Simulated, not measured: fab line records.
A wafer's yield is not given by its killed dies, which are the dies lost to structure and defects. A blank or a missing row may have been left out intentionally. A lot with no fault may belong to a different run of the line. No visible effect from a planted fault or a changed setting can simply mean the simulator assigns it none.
Chamber matching -- flow nand harc -- rie diel-02 running NHARC_A_BLC_STRIP_29: 4 sister chambers
The step strips in CF4. 8 wafers are shown with their chamber, then 9 later ones without.

== WAFERS PAIRED WITH THEIR CHAMBERS ==
wafer,chamber,drypump motor current A (A),oes product au (a.u.)
L077.1,2,5.3,0.994
L080.1,0,5.2,0.993
L080.2,2,5.2,1.002
L084.4,3,5.9,1.004
L084.5,3,5.9,1.008
L083.2,0,5.2,0.987
L083.4,1,5.8,0.998
L083.5,1,5.8,1.002

== WAFERS WITH NO CHAMBER GIVEN ==
wafer,drypump motor current A (A),oes product au (a.u.)
L092.2,5.3,1.004
L092.3,5.8,1.021
L092.6,5.2,1.007
L097.1,5.9,1.015
L097.2,5.2,1.004
L097.6,5.2,1.002
L096.2,5.2,1.005
L096.3,5.3,1.012
L096.5,5.3,0.998

== EACH ONE'S CHAMBER ==
wafer,from the rows above,in truth
L092.2,2,2
L092.3,can't be placed: 3 or 1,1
L092.6,can't be placed: 2 or 0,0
L097.1,3,3
L097.2,can't be placed: 2 or 0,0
L097.6,can't be placed: 2 or 0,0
L096.2,can't be placed: 2 or 0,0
L096.3,2,2
L096.5,2,2
Placed correctly: 4 of 9. These rows do not allow placing 5 (true chamber among the candidates in 5). 0 placed wrongly.
How it was worked out, from the rows above alone: a wafer's distance from a chamber is the root of the sum, over the readings, of the square of ((its reading less the chamber's mean) divided by the reading's scatter). If the next closest chamber is less than 2 further off than the closest, the wafer can't be placed; otherwise it belongs to the closest. The mean given for a chamber averages the wafers shown for that chamber. How the scatter is found: for the shown wafers, subtract from each reading the mean of its chamber, square and add these, divide the total by (wafers less chambers), then take the root.
